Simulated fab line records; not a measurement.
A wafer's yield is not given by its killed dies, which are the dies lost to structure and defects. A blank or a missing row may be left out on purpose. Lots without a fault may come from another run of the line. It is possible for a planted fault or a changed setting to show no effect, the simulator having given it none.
Code-filled problem report in 8D (eight disciplines) form :: flow n5_finfet :: the parts of the form that need people (team, actions taken, sign-off) are left out

1. THE ISSUE
Wafers without a fault read 1624.8 rpm, standard deviation 1.1; spin_speed_rpm at N5_BEOL_M13_COAT_04 reads a mean of 1918.0 rpm on 6 wafers belonging to 2 lots. So: +99 or more standard deviations from the usual mean.
The step: resist thk 400 nm.
First observed at day 12 16:28: wafer L944.1, on litho_track-05. The record has a number at this step for 28 wafers belonging to 10 lots. Rule for "out" (also "out of limits"): further than 4 standard deviations from the usual mean. All remaining wafers that have a number are taken as sound.

2. WHAT THIS IS AND IS NOT
question: which readings at this step
is: spin_speed_rpm
is not: -

question: which lots
is: L944, L950
is not: L945, L946, L952, L954, L956, L959, L961, L964

question: which wafers of those lots
is: all that have a number
is not: -

question: read on which tools
is: litho_track-05
is not: litho_track-02, litho_track-04

question: when
is: from day 12 16:28
is not: up to then (5 sound wafers); but 17 sound wafers of L952, L954, L956, L959, L961, L964 came after

3. WHAT RULES OUT EACH SUSPECT
Counting: a tool at any process step up to the reading remains a suspect when it ran all the lots that are out and ran no sound lot after the first of those.
- litho_track-05 at N5_BEOL_M13_COAT_04 (resist thk 400 nm): kept. Every lot that is out went through it, starting with L944 (day 12 16:28), and after that it ran no sound lot; the last sound lot it ran before then is L946 (day 12 13:35). On those wafers its own readings are out: spin_speed_rpm.
The count leaves litho_track-05 at N5_BEOL_M13_COAT_04.

4. THE CAUSE (what the simulator had put in)
Process parameter drift: litho_track-05, from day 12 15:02 on, at N5_BEOL_M13_COAT_04. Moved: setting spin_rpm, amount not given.
Counting left only this tool.

5. THE CHAIN OF EFFECTS, in route order
Each row: a reading where the mean over the struck wafers with a number is more than 3 standard deviations away from the usual. Scope: only readings with a usual standard deviation given in the record; hours: median across lots of the time from each lot's start at the first step in this table that gives one to its start at this step; sigmas: change in usual standard deviations.
hours: 0
step: N5_BEOL_M13_COAT_04
reading: spin_speed_rpm
usual: 1624.8 rpm
on struck wafers: 1918.0
change: +293.2
sigmas: +99 or more

hours: 1
step: N5_BEOL_M13_STRIP_63
reading: oes_product_au
usual: 0.674 a.u.
on struck wafers: 0.653
change: -0.021
sigmas: -4.4

hours: 1
step: N5_BEOL_M13_STRIP_63
reading: strip_time_to_endpoint_s
usual: 28.1 s
on struck wafers: 18.4
change: -9.7
sigmas: -9.7
Here are the process steps it includes:
- N5_BEOL_M13_COAT_04: resist thk 400 nm.
- N5_BEOL_M13_STRIP_63: strips in N2/H2.

6. HOW IT WOULD HAVE BEEN CAUGHT EARLIER
In this record the first reading out of limits was taken at day 12 16:28, 1 hour after the fault began at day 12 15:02.
